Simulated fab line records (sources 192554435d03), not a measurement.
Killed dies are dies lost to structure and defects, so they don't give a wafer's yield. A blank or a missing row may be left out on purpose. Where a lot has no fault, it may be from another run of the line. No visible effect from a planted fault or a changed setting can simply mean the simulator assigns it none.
fab line records	flow n5Finfet
[record] lots = 7	wafers = 18	lastDay = 17
route steps=1938 shown PMOS_HMC_CHANNEL_EPI@84 FIN_SAQP@90 STI_FIN_REVEAL@196
lots that met no fault: taken from a fault-free run of the same line
startH: hours from the record's opening day to when the first of the lot's shown wafers began	waitH: hours since the lot's step before	" same as the row above	L1.1+2: one row covering several wafers at once	- either no value or no given start	* or withheld: withheld	< > ~ a bound
route shown NAME@n: names a module that has steps shown in the file, with the first one's number in the route	usual: the fault-free wafers' mean and standard deviation	same: alike in all rows	chamber/n: place in a boat	sites: each site's reading	_std_site: how widely they spread, as a standard deviation	_edge_site: mean of outer sites minus mean of inner sites	radiusMm: how far each site lies from the wafer's centre	mask NAME#n: copy n	behind: tool/chamber where the wafer was last shaped	hold: why the lot went on hold/how many hours it stayed there/how the hold came to an end	device: which transistor (n, p or np) failed to switch	end of line: tests of these same wafers at the route's end	a step without rows: its recipe alone	killed: count of dies lost to structure and defects at first sort (not the wafer's yield)	map: dies across one wafer; x = killed, . = not, _ = none there
set.NAME: the run value of the setting; set.NAME@STEP: its run value at that earlier step	model.NAME: the simulator's own value behind a step, which no gauge read
a table for each step, a row for each wafer; lots at some steps of the route
services: the hour from which a tool's chamber was out of use, counted from the record's first day as startH (under 0 if before that day), plus the number of hours and why
[[steps]]
[step N5_PMOS_HMC_CHANNEL_EPI_PRECLEAN_37]
[recipe] chemistry = O3/DIW	timeS = 45	tempC = 22	o3Ppm = 10
[step N5_PMOS_HMC_CHANNEL_EPI_PRECLEAN_24]
[recipe] chemistry = DHF	timeS = 30	tempC = 25	dilution = withheld
[step N5_PMOS_HMC_CHANNEL_EPI_SRD_25]
[recipe] dry = ipaMarangoni	doPpb = 5	timeS = 30	tempC = 23	rinseLiquid = diw
[step N5_PMOS_HMC_CHANNEL_EPI_EPI_26]
[recipe] material = Si	targetThkA = 38	tempC = 650	precursor = SiH4/H2	pressureTorr = 20	timeS = 22.7
[step N5_PMOS_HMC_CHANNEL_EPI_INSPECT_30]
[recipe] inspectInstrument = darkfield	mode = postEpi
[usual] rawDefectCount = 19/7.3
lot.wafer	tool	chamber	startH	waitH	rawDefectCount
L164.3	defectInspect-02	-	32.57	0.0	17
L164.4	"	-	"	"	20
L164.6	"	-	"	"	22
L165.4	defectInspect-01	-	38.75	0.0	18
L165.5	"	-	"	"	12
L165.6	"	-	"	"	23
L168.1	defectInspect-02	-	56.58	0.0	19
L168.4	"	-	"	"	9
L169.1	defectInspect-02	-	62.04	0.0	21
L169.4	"	-	"	"	19
L171.3	defectInspect-02	-	73.92	0.0	24
L171.4	"	-	"	"	32
L178.1	defectInspect-02	-	116.44	0.0	9
L178.2	"	-	"	"	10
L178.6	"	-	"	"	11
L180.3	defectInspect-01	-	128.22	0.0	7
L180.4	"	-	"	"	5
L180.6	"	-	"	"	20
[step N5_FIN_SAQP_PRECLEAN_42]
[recipe] chemistry = O3/DIW	timeS = 60	tempC = 22	o3Ppm = 10
[step N5_FIN_SAQP_PRECLEAN_00]
[recipe] chemistry = SC1	timeS = 60	tempC = 55	mix = 1:2:50
[step N5_FIN_SAQP_PRECLEAN_44]
[recipe] chemistry = SC2	timeS = 45	tempC = 35	mix = 1:1:50
[step N5_FIN_SAQP_SRD_01]
[recipe] dry = ipaMarangoni	timeS = 30	tempC = 23	rinseLiquid = diw
[step N5_FIN_SAQP_ALD_61]
[recipe] material = SiO2	targetThkA = 40	tempC = 300	aldPrecursorFamily = BDEAS	aldCoReactant = O2-plasma	pulseTimeS = 1	purgeTimeS = 2	coReactantPurgeTimeS = 2	aldCycles = 43	pressureTorr = 2
[usual] heaterPowerW = 484/38	precursorPulseHeightRel = 1.000/0.021
lot.wafer	tool	chamber	startH	waitH	heaterPowerW	precursorPulseHeightRel
L164.3	aldSin-02	3	32.69	0.0	489	1.007
L164.4	"	1	"	"	474	1.024
L164.6	"	3	"	"	490	1.031
L165.4	aldSin-01	2	38.87	0.0	411	1.029
L165.5	"	1	"	"	489	0.979
L165.6	"	2	"	"	411	0.984
L168.1	aldSin-04	3	56.71	0.0	445	0.970
L168.4	"	2	"	"	538	0.984
L169.1	aldSin-01	0	62.96	0.8	486	1.001
L169.4	"	2	"	"	388	1.008
L171.3	aldSin-04	2	74.04	0.0	545	1.003
L171.4	"	3	"	"	428	0.989
L178.1	aldSin-02	2	117.26	0.7	485	1.014
L178.2	"	1	"	"	468	1.014
L178.6	"	0	"	"	589	1.011
L180.3	aldSin-01	2	128.35	0.0	435	0.995
L180.4	"	3	"	"	488	1.035
L180.6	"	0	"	"	445	0.996
[step N5_FIN_SAQP_DENSIFY_62]
[recipe] tempC = 700	timeS = 60	ambient = N2	idleTempC = 600	rampUpCPerS = 150	rampDownCPerS = 60	coolToC = 600
[usual] lampPowerPct = 9.86/0.053	wafer_temp_C_max = 703.3/0.66
lot.wafer	tool	chamber	startH	waitH	lampPowerPct	wafer_temp_C_max
L164.3	rtpAnneal-02	0	32.96	0.2	9.83	702.4
L164.4	"	0	"	"	9.82	703.0
L164.6	"	0	"	"	9.84	704.1
L165.4	rtpAnneal-01	0	39.23	0.3	9.85	702.6
L165.5	"	0	"	"	9.86	704.6
L165.6	"	0	"	"	9.86	703.8
L168.1	rtpAnneal-01	0	56.91	0.1	9.80	702.2
L168.4	"	0	"	"	9.92	702.8
L169.1	rtpAnneal-02	0	63.16	0.1	9.82	703.2
L169.4	"	0	"	"	9.90	704.0
L171.3	rtpAnneal-01	0	74.30	0.2	9.75	703.2
L171.4	"	0	"	"	9.85	703.8
L178.1	rtpAnneal-02	0	117.50	0.2	9.87	703.3
L178.2	"	0	"	"	9.94	703.0
L178.6	"	0	"	"	9.89	703.8
L180.3	rtpAnneal-01	0	128.61	0.2	9.80	704.3
L180.4	"	0	"	"	9.83	703.6
L180.6	"	0	"	"	9.84	703.1
[step N5_FIN_SAQP_HM_DEP_03]
[recipe] material = SiNx	targetThkA = 380	tempC = 400	precursor = SiH4/NH3/N2	pressureTorr = 1.5	rfW = 300	timeS = 33.6
[usual] heaterPowerW = 745/73	showerheadPlenumPTorr = 5.14/0.075	throttleValvePct = 40.1/1.5
lot.wafer	tool	chamber	startH	waitH	heaterPowerW	showerheadPlenumPTorr	throttleValvePct	model.SiNx_of_FIN_SAQP_HM_DEP_03.thkNm
L164.3	pecvd-04	1	33.11	0.1	553	5.25	39.5	37.7
L164.4	"	1	"	"	570	5.25	39.2	37.87
L164.6	"	2	"	"	670	5.05	40.5	38.11
L165.4	pecvd-04	0	39.38	0.1	636	5.04	40.6	38.08
L165.5	"	1	"	"	702	5.25	39.3	37.64
L165.6	"	2	"	"	715	5.06	40.4	37.9
L168.1	pecvd-04	2	57.12	0.2	674	5.06	40.6	37.07
L168.4	"	2	"	"	686	5.06	40.4	34.21
L169.1	pecvd-04	1	63.38	0.2	622	5.24	39.2	37.46
L169.4	"	2	"	"	710	5.07	40.6	33.98
L171.3	pecvd-04	2	74.47	0.1	700	5.05	40.7	33.58
L171.4	"	2	"	"	712	5.05	40.7	34.27
L178.1	pecvd-01	0	117.73	0.2	752	5.10	42.2	38.13
L178.2	"	2	"	"	674	5.17	39.5	37.67
L178.6	"	2	"	"	662	5.15	39.1	37.8
L180.3	pecvd-01	2	128.76	0.1	681	5.16	39.3	37.89
L180.4	"	0	"	"	727	5.10	42.2	38.55
L180.6	"	1	"	"	829	5.12	39.0	39.2
[step N5_FIN_SAQP_THK_MEAS_05]
[usual] thkNm = 37.9/0.49
lot.wafer	tool	chamber	startH	waitH	thkNm
L164.3	filmMetro-01	-	33.20	0.1	37.7
L164.4	"	-	"	"	37.9
L164.6	"	-	"	"	38.1
L165.4	filmMetro-01	-	39.44	0.0	38.1
L165.5	"	-	"	"	37.7
L165.6	"	-	"	"	37.9
L168.1	filmMetro-01	-	57.21	0.1	37.1
L168.4	"	-	"	"	34.2
L169.1	filmMetro-01	-	63.46	0.1	37.4
L169.4	"	-	"	"	34.0
L171.3	filmMetro-01	-	74.56	0.1	33.6
L171.4	"	-	"	"	34.3
L178.1	filmMetro-01	-	117.82	0.1	38.1
L178.2	"	-	"	"	37.7
L178.6	"	-	"	"	37.8
L180.3	filmMetro-02	-	128.87	0.1	37.9
L180.4	"	-	"	"	38.6
L180.6	"	-	"	"	39.2
[step N5_FIN_SAQP_PECVD_47]
[recipe] material = a-Si	targetThkA = 450	tempC = 400	precursor = SiH4/He	pressureTorr = 3	rfW = 100	timeS = 36.3
[step N5_FIN_SAQP_PECVD_48]
[recipe] material = SiNx	targetThkA = 250	tempC = 400	precursor = SiH4/NH3/N2	pressureTorr = 1.5	rfW = 300	timeS = 22.1
[usual] heaterPowerW = 743/78	showerheadPlenumPTorr = 5.14/0.079	throttleValvePct = 40.2/1.3
lot.wafer	tool	chamber	startH	waitH	heaterPowerW	showerheadPlenumPTorr	throttleValvePct
L164.3	pecvd-01	2	33.28	0.0	796	5.16	39.2
L164.4	"	2	"	"	783	5.16	39.0
L164.6	"	0	"	"	849	5.09	42.1
L165.4	pecvd-01	2	39.56	0.0	699	5.16	39.1
L165.5	"	0	"	"	829	5.09	42.4
L165.6	"	2	"	"	719	5.16	39.0
L168.1	pecvd-04	0	57.29	0.0	621	5.06	41.0
L168.4	"	1	"	"	607	5.24	39.5
L169.1	pecvd-01	0	63.54	0.0	751	5.09	42.2
L169.4	"	0	"	"	743	5.10	42.3
L171.3	pecvd-04	1	74.63	0.0	705	5.26	39.8
L171.4	"	2	"	"	636	5.06	40.6
L178.1	pecvd-02	2	117.92	0.0	837	5.24	40.7
L178.2	"	0	"	"	819	5.25	37.8
L178.6	"	0	"	"	825	5.24	37.6
L180.3	pecvd-04	0	128.94	0.0	668	5.05	40.6
L180.4	"	2	"	"	592	5.07	40.8
L180.6	"	1	"	"	702	5.24	39.5
[step N5_FIN_SAQP_PECVD_06]
[recipe] material = a-Si	targetThkA = 600	tempC = 400	precursor = SiH4/He	pressureTorr = 3	rfW = 100	timeS = 48.1
[step N5_FIN_SAQP_THK_MEAS_07]
[usual] thkNm = 60.0/0.86
lot.wafer	tool	chamber	startH	waitH	thkNm
L164.3	filmMetro-01	-	33.41	0.1	59.4
L164.4	"	-	"	"	59.2
L164.6	"	-	"	"	60.6
L165.4	filmMetro-01	-	39.72	0.1	60.1
L165.5	"	-	"	"	59.9
L165.6	"	-	"	"	59.9
L168.1	filmMetro-01	-	57.42	0.1	59.3
L168.4	"	-	"	"	61.3
L169.1	filmMetro-02	-	63.67	0.1	58.8
L169.4	"	-	"	"	60.1
L171.3	filmMetro-01	-	74.76	0.1	60.4
L171.4	"	-	"	"	60.4
L178.1	filmMetro-02	-	118.10	0.1	59.1
L178.2	"	-	"	"	58.9
L178.6	"	-	"	"	59.7
L180.3	filmMetro-02	-	129.07	0.1	59.2
L180.4	"	-	"	"	61.2
L180.6	"	-	"	"	61.3
[step N5_FIN_SAQP_HM_DEP_72]
[recipe] material = SiO2	targetThkA = 120	tempC = 400	precursor = SiH4/N2O	pressureTorr = 0.75	rfW = 275	timeS = 7.2
[step N5_FIN_SAQP_COAT_49]
[recipe] resist = SOC	tempC = 250	timeS = 60	spinRpm = 1500	resistThkNm = 100
[step N5_FIN_SAQP_COAT_50]
[recipe] resist = SiARC	tempC = 220	timeS = 60	spinRpm = 1500	resistThkNm = 35
[step N5_FIN_SAQP_COAT_10]
[recipe] resist = CAR-ArF	spinRpm = 1500	resistThkNm = 90
[step N5_FIN_SAQP_EBR_12]
[recipe] solvent = PGMEA	ebrWidthMm = 1.5
[step N5_FIN_SAQP_SOFTBAKE_11]
[recipe] tempC = 110	timeS = 60	resist = CAR-ArF
[step N5_FIN_SAQP_EXPOSE_13]
[recipe] maskId = FIN_CORE	na = 1.35	sourceShape = dipole	sigmaInner = 0.538	sigmaOuter = 0.738	polarization = te	targetCdNm = 35.6	doseMj = 63.25
[step N5_FIN_SAQP_PEB_14]
[recipe] pebTempC = withheld	pebTimeS = 60	resist = CAR-ArF
[step N5_FIN_SAQP_DEVELOP_15]
[recipe] developTimeS = 30	developer = TMAH	resist = CAR-ArF	devTempC = 23	rinseLiquid = diw	dry = airSpin
[step N5_FIN_SAQP_CD_MEAS_16]
[recipe] targetCdNm = 35.6	landingEnergyEv = 500	detector = seInlens
[usual] cdNm = 35.5/0.32
lot.wafer	tool	chamber	startH	waitH	cdNm
L164.3	cdSem-01	0	33.90	-	35.3
L164.4	"	0	"	"	35.9
L164.6	"	0	"	"	36.0
L165.4	cdSem-01	0	40.21	-	35.3
L165.5	"	0	"	"	35.3
L165.6	"	0	"	"	35.6
L168.1	cdSem-01	0	57.80	-	35.4
L168.4	"	0	"	"	35.4
L169.1	cdSem-01	0	64.16	-	35.7
L169.4	"	0	"	"	35.5
L171.3	cdSem-02	0	75.26	-	36.3
L171.4	"	0	"	"	36.5
L178.1	cdSem-01	0	118.58	-	36.0
L178.2	"	0	"	"	36.0
L178.6	"	0	"	"	35.7
L180.3	cdSem-01	0	129.44	-	35.6
L180.4	"	0	"	"	35.6
L180.6	"	0	"	"	35.9
[step N5_FIN_SAQP_OVL_MEAS_17]
[recipe] pointsPerWafer = 44
[usual] FIN_CORE_OVL = -0.5/0.74
lot.wafer	tool	chamber	startH	waitH	FIN_CORE_OVL[nm]
L164.3	overlay-01	0	33.93	0.0	-0.2
L164.4	"	0	"	"	0.8
L164.6	"	0	"	"	1.0
L165.4	overlay-01	0	40.24	0.0	0.0
L165.5	"	0	"	"	0.6
L165.6	"	0	"	"	-1.8
L168.1	overlay-01	0	57.84	0.0	-1.6
L168.4	"	0	"	"	-0.5
L169.1	overlay-01	0	64.20	0.0	0.5
L169.4	"	0	"	"	-0.3
L171.3	overlay-01	0	75.29	0.0	-0.1
L171.4	"	0	"	"	-0.3
L178.1	overlay-01	0	118.62	0.0	-2.7
L178.2	"	0	"	"	0.0
L178.6	"	0	"	"	-0.6
L180.3	overlay-01	0	129.47	0.0	-0.5
L180.4	"	0	"	"	0.1
L180.6	"	0	"	"	0.5
[step N5_FIN_SAQP_INSPECT_18]
[recipe] mode = adi	inspectInstrument = brightfield
[usual] rawDefectCount = 371/89
lot.wafer	tool	chamber	startH	waitH	rawDefectCount
L164.3	defectInspect-02	-	33.95	0.0	281
L164.4	"	-	"	"	247
L164.6	"	-	"	"	336
L165.4	defectInspect-01	-	40.27	0.0	298
L165.5	"	-	"	"	221
L165.6	"	-	"	"	313
L168.1	defectInspect-01	-	57.86	0.0	222
L168.4	"	-	"	"	307
L169.1	defectInspect-01	-	64.22	0.0	313
L169.4	"	-	"	"	304
L171.3	defectInspect-02	-	75.31	0.0	581
L171.4	"	-	"	"	350
L178.1	defectInspect-02	-	118.64	0.0	484
L178.2	"	-	"	"	383
L178.6	"	-	"	"	246
L180.3	defectInspect-01	-	129.50	0.0	316
L180.4	"	-	"	"	427
L180.6	"	-	"	"	470
[step N5_FIN_SAQP_DESCUM_21]
[recipe] chemistry = O2	timeS = 7.9	sourcePowerW = 50	biasPowerW = 20	pressureMtorr = 20	rfFrequencyHz = 2.712e+07	tempC = 40	resist = CAR-ArF	o2FlowSccm = 225
[step N5_FIN_SAQP_ETCH_51]
[recipe] chemistry = CF4	target = SiARC	targetDepthA = 455	maskMaterial = CAR-ArF	timeS = 75.8	ionEnergyEv = 80	pressureMtorr = 40	sourceW = 545	biasW = 36	Ar_flow_sccm = 100	cf4FlowSccm = 100	ends = cleared
[step N5_FIN_SAQP_ETCH_52]
[recipe] chemistry = N2/H2	target = SOC	targetDepthA = 1000	overetchA = 200	maskMaterial = SiARC	tempC = 40	timeS = 150	ionEnergyEv = 200	pressureMtorr = 30	sourceW = 840	biasW = 150	n2FlowSccm = 200	h2FlowSccm = 200	ends = endPoint
[usual] chamberPressureMTorr = 30.006/0.029	drypumpMotorCurrentA = 5.7/0.32	oesProductAu = 0.68/0.047	rfVppV = 524.1/2.6	showerheadPlenumPTorr = 2.55/0.092	throttleValvePct = 17.90/0.2
lot.wafer	tool	chamber	startH	waitH	chamberPressureMTorr	drypumpMotorCurrentA	oesProductAu	rfHoursCounterH	rfVppV	showerheadPlenumPTorr	throttleValvePct
L164.3	rieDiel-06	1	34.08	0.0	30.002	5.4	0.69	150	524.1	2.55	18.11
L164.4	"	0	"	"	30.034	5.8	0.69	123	529.5	2.67	17.89
L164.6	"	1	"	"	29.973	5.4	0.69	-	525.6	2.55	18.12
L165.4	rieDiel-02	2	40.39	0.0	30.056	5.4	0.66	179	524.0	2.54	17.75
L165.5	"	2	"	"	29.980	5.4	0.66	-	523.6	2.54	17.74
L165.6	"	3	"	"	29.994	5.6	0.68	-	522.4	2.53	18.16
L168.1	rieDiel-03	2	57.99	0.0	30.018	6.1	0.66	182	523.7	2.53	17.76
L168.4	"	0	"	"	29.975	5.5	0.72	108	521.4	2.47	18.01
L169.1	rieDiel-06	0	64.34	0.0	30.011	5.8	0.69	133	526.9	2.67	17.93
L169.4	"	3	"	"	30.031	5.2	0.69	134	522.6	2.44	17.55
L171.3	rieDiel-02	1	75.52	0.0	30.005	5.9	0.67	178	526.9	2.64	18.09
L171.4	"	0	"	"	29.987	5.6	0.64	-	524.2	2.52	17.64
L178.1	rieDiel-03	0	118.89	0.0	30.009	5.5	0.71	128	521.8	2.46	18.04
L178.2	"	1	"	"	30.001	5.3	0.64	169	526.2	2.64	17.85
L178.6	"	3	"	"	30.052	5.9	0.80	-	528.0	2.70	17.73
L180.3	rieDiel-02	0	129.62	0.0	29.957	5.6	0.63	200	523.5	2.51	17.68
L180.4	"	1	"	"	29.992	5.9	0.66	195	526.4	2.63	18.11
L180.6	"	3	"	"	29.985	5.6	0.66	-	524.2	2.52	18.21
[step N5_FIN_SAQP_STRIP_53]
[recipe] chemistry = N2/H2	tempC = 40	n2FlowSccm = 200	h2FlowSccm = 200	rfFrequencyHz = 6e+07
[step N5_FIN_SAQP_HM_OPEN_73]
[recipe] chemistry = CHF3/O2	target = SiO2	stopOn = a-Si	targetDepthA = 120	overEtchFrac = 1.8	maskMaterial = SOC	timeS = 16.8	pressureMtorr = 30	sourceW = 650	biasW = 170	Ar_flow_sccm = 200	CHF3_flow_sccm = 50	O2_flow_sccm = 5	ionEnergyEv = 200	ends = endPoint
[step N5_FIN_SAQP_STRIP_74]
[recipe] chemistry = CHF3/O2	resist = SiARC	rfFrequencyHz = 6e+07
[step N5_FIN_SAQP_MANDREL_ETCH_22]
[recipe] targetDepthA = 600	chemistry = HBr/Cl2	target = a-Si	stopOn = SiNx	btTimeS = 10	overEtchFrac = 0.5	timeS = 30	pressureMtorr = 10	icpW = 800	biasW = 75	HBr_flow_sccm = 150	Cl2_flow_sccm = 80	ends = endPoint
[step N5_FIN_SAQP_STRIP_55]
[recipe] chemistry = N2/H2	powerW = 500	tempC = 40	pressureMtorr = 50	rfFrequencyHz = 6e+07	overashFraction = 0.3	biasPowerW = 28	h2Frac = 0.5	n2FlowSccm = 300	h2FlowSccm = 300
[usual] chamberPressureMTorr = 49.99/0.064	drypumpMotorCurrentA = 5.7/0.34	oesProductAu = 0.75/0.045	rfVppV = 121.8/1.5	showerheadPlenumPTorr = 3.36/0.12	throttleValvePct = 19.07/0.25
lot.wafer	tool	chamber	startH	waitH	chamberPressureMTorr	drypumpMotorCurrentA	oesProductAu	rfHoursCounterH	rfVppV	showerheadPlenumPTorr	throttleValvePct
L164.3	rieDiel-03	0	34.37	0.1	50.06	5.6	0.83	99	120.8	3.27	19.48
L164.4	"	1	"	"	49.96	5.3	0.74	140	119.5	3.50	18.95
L164.6	"	3	"	"	49.93	5.9	0.98	-	121.5	3.58	19.00
L165.4	rieDiel-06	3	40.68	0.1	50.03	5.2	0.80	125	122.1	3.23	18.68
L165.5	"	0	"	"	50.01	5.8	0.78	-	121.6	3.53	19.02
L165.6	"	3	"	"	49.99	5.2	0.80	-	123.3	3.23	18.67
L168.1	rieDiel-02	1	58.28	0.1	49.97	5.9	0.75	172	121.0	3.48	19.44
L168.4	"	2	"	"	50.01	5.4	0.75	185	122.7	3.35	18.76
L169.1	rieDiel-02	0	64.64	0.1	50.04	5.6	0.71	177	122.3	3.33	18.60
L169.4	"	3	"	"	49.93	5.6	0.74	166	121.9	3.34	19.29
L171.3	rieDiel-02	3	75.81	0.1	49.96	5.6	0.76	171	121.0	3.34	19.30
L171.4	"	1	"	"	50.07	5.9	0.74	-	120.1	3.48	19.44
L178.1	rieDiel-06	3	119.19	0.1	49.91	5.3	0.77	154	120.5	3.22	18.71
L178.2	"	1	"	"	50.06	5.4	0.75	181	122.5	3.35	19.27
L178.6	"	1	"	"	49.82	5.4	0.75	-	121.6	3.35	19.26
L180.3	rieDiel-06	2	129.92	0.1	49.94	6.3	0.71	237	119.1	3.19	19.02
L180.4	"	2	"	"	49.95	6.3	0.71	-	119.3	3.19	19.03
L180.6	"	0	"	"	49.96	5.8	0.75	-	123.8	3.51	19.05
[step N5_FIN_SAQP_STRIP_23]
[recipe] chemistry = SPM	timeS = 750	tempC = 130	h2so4H2o2VolRatio = 4
[step N5_FIN_SAQP_SRD_66]
[recipe] dry = ipaMarangoni	timeS = 30	tempC = 23	rinseLiquid = diw
[step N5_FIN_SAQP_RECESS_75]
[recipe] chemistry = HF/NH3	target = SiO2	targetDepthA = 144	afsCycles = 3	tempC = 30	sublimationTempC = 180	sublimationTimeS = 60
[step N5_FIN_SAQP_SPACER1_ALD_24]
[recipe] material = SiO2	targetThkA = 203	tempC = 300	aldPrecursorFamily = BDEAS	aldCoReactant = O2-plasma	pulseTimeS = 1	purgeTimeS = 2	coReactantPurgeTimeS = 2	aldCycles = 218	pressureTorr = 2
[step N5_FIN_SAQP_HM_OPEN_33]
[recipe] chemistry = CH3F/O2	target = SiNx	maskMaterial = SiO2	targetDepthA = 494	timeS = 70.6	pressureMtorr = 30	sourceW = 395	biasW = 73	Ar_flow_sccm = 150	CH3F_flow_sccm = 30	O2_flow_sccm = 20	ionEnergyEv = 120	ends = cleared
[usual] chamberPressureMTorr = 30.00/0.037	drypumpMotorCurrentA = 5.7/0.32	etchRfOnTimeS = 69.2/1.2	oesProductAu = 0.65/0.049	rfVppV = 296/5.8	showerheadPlenumPTorr = 2.00/0.069	throttleValvePct = 16.37/0.22
lot.wafer	tool	chamber	startH	waitH	chamberPressureMTorr	drypumpMotorCurrentA	etchRfOnTimeS	oesProductAu	rfHoursCounterH	rfVppV	showerheadPlenumPTorr	throttleValvePct	model.etch.depthNm
L164.3	rieDiel-03	0	37.69	0.0	29.97	5.6	68.1	0.70	100	296	1.93	16.27	37.04
L164.4	"	3	"	"	30.03	5.9	70.5	0.83	2	301	2.12	16.03	37.25
L164.6	"	3	"	"	30.01	5.9	70.6	0.83	-	301	2.12	16.03	37.48
L165.4	rieDiel-02	2	43.93	0.1	30.02	5.4	69.3	0.64	179	299	1.99	16.27	37.46
L165.5	"	0	"	"	30.00	5.6	70.9	0.61	-	299	1.99	16.26	37.02
L165.6	"	3	"	"	30.01	5.6	68.9	0.65	-	297	1.99	16.73	37.27
L168.1	rieDiel-03	3	61.86	0.1	30.03	5.9	68.5	0.80	12	301	2.12	16.06	36.37
L168.4	"	2	"	"	30.02	6.1	63.2	0.63	183	292	1.99	16.18	33.51
L169.1	rieDiel-03	3	68.60	0.0	29.98	5.9	69.4	0.79	14	302	2.12	16.04	36.76
L169.4	"	1	"	"	30.03	5.3	60.3	0.64	153	289	2.07	16.25	33.28
L171.3	rieDiel-03	0	79.44	0.0	30.00	5.5	61.0	0.69	115	295	1.93	16.29	32.95
L171.4	"	3	"	"	30.00	5.9	63.2	0.78	18	299	2.12	16.07	33.64
L178.1	rieDiel-03	1	122.71	0.0	29.96	5.3	68.5	0.62	170	287	2.07	16.28	37.46
L178.2	"	2	"	"	29.96	6.1	70.2	0.61	203	290	1.98	16.23	37.05
L178.6	"	3	"	"	29.98	5.9	69.5	0.76	-	300	2.11	16.09	37.06
L180.3	rieDiel-03	2	133.24	0.1	30.00	6.1	70.0	0.61	206	291	1.98	16.22	37.26
L180.4	"	3	"	"	29.99	5.9	70.9	0.76	36	300	2.11	16.09	37.86
L180.6	"	1	"	"	30.02	5.3	70.7	0.61	-	287	2.06	16.29	38.58
[step N5_STI_FIN_REVEAL_RECESS_09]
[recipe] chemistry = HF/NH3	target = SiO2	afsCycles = 11	targetDepthA = 425	tempC = 30	sublimationTempC = 180	sublimationTimeS = 60
[usual] drypumpMotorCurrentA = 5.42/0.22
lot.wafer	tool	chamber	startH	waitH	drypumpMotorCurrentA	model.SiNx_of_FIN_SAQP_HM_DEP_03.thkNm
L164.3	vaporEtch-01	1	47.27	0.6	5.70	18
L164.4	"	0	"	"	5.15	17.8
L164.6	"	0	"	"	5.16	18.2
L165.4	vaporEtch-02	0	52.48	0.6	5.51	18.2
L165.5	"	0	"	"	5.50	17.6
L165.6	"	1	"	"	5.29	18.2
L168.1	vaporEtch-01	1	70.43	0.0	5.69	17.2
L168.4	"	1	"	"	5.70	14.2
L169.1	vaporEtch-01	1	76.78	0.0	5.71	17.4
L169.4	"	0	"	"	5.16	14
L171.3	vaporEtch-02	1	88.30	0.6	5.31	13.8
L171.4	"	0	"	"	5.48	14.4
L178.1	vaporEtch-01	1	130.70	0.0	5.69	18.4
L178.2	"	0	"	"	5.17	17.8
L178.6	"	0	131.76	1.1	5.14	18
L180.3	vaporEtch-02	0	141.77	0.6	5.50	18
L180.4	"	1	"	"	5.32	18.6
L180.6	"	0	"	"	5.50	19.6
[[services]]
tool	chamber	startH	hours	kind
aldSin-02	-	12.57	6.1	pm
aldSin-04	1	17.67	2.6	repair
pecvd-01	1	36.20	5.5	scheduledDown
pecvd-01	1	42.95	-	calibration
pecvd-02	2	46.63	15.7	repair
pecvd-01	0	47.89	7.9	repair
pecvd-01	2	48.73	13.4	repair
aldSin-02	-	50.88	1.8	repair
rieDiel-02	-	58.78	1.6	repair
pecvd-01	0	58.84	2.1	scheduledDown
rieDiel-02	2	69.19	10.5	repair
aldSin-02	0	76.05	8.1	repair
aldSin-01	-	85.84	14.0	pm
aldSin-01	0	85.84	14.0	ventCycle
aldSin-01	1	85.84	14.0	ventCycle
aldSin-02	-	95.70	6.0	pm
pecvd-02	-	101.13	0.5	repair
pecvd-02	-	103.94	2.8	pm
vaporEtch-01	-	111.01	2.8	pm
rieDiel-06	3	119.33	22.6	repair
aldSin-02	3	123.38	3.3	repair
pecvd-04	0	137.13	5.5	scheduledDown
aldSin-04	1	137.93	12.3	repair
aldSin-02	-	140.54	0.7	repair
[[key]]
[firstSign] step = N5_FIN_SAQP_THK_MEAS_05	reading = thkNm	direction = down	sigmas = 7.9	usual = *	struck = *
[effect] step = N5_FIN_SAQP_HM_OPEN_33	reading = etchRfOnTimeS	direction = down	sigmas = 5.8	usual = *	struck = *
[modelEffect] step = N5_FIN_SAQP_HM_DEP_03	value = SiNx_of_FIN_SAQP_HM_DEP_03.thkNm	without = 38.15	struck = 34.01
[modelEffect] step = N5_FIN_SAQP_HM_OPEN_33	value = etch.depthNm	without = 37.49	struck = 33.35
[modelEffect] step = N5_STI_FIN_REVEAL_RECESS_09	value = SiNx_of_FIN_SAQP_HM_DEP_03.thkNm	without = 18.3	struck = 14.1
metAt N5_FIN_SAQP_HM_DEP_03
struckWafers L168.4,L169.4,L171.3,L171.4
sortLeftOut L168.4,L169.4,L171.3,L171.4
testerLeftOut L168,L169,L171
onsetBetween 39.38 57.12
[fault] kind = processParameterDrift	tool = pecvd-04	chamber = -	onsetH = 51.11	steps = N5_FIN_SAQP_HM_DEP_03	channel = timeS	offset = *	shape = step	endH = 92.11	scope = struckWafersOnly	actsIn = *	stated = *
// testerLeftOut: of these lots the tester's yield and bins aren't shown, on N5 and GAA mostly nor the transistor test; their killed dies are dies lost to structure and defects alone, not to doping, threshold or leakage, so they don't give the yield
// sortLeftOut: the simulated sort isn't trusted on such a fault, so these wafers' sort isn't shown, and their yield isn't known
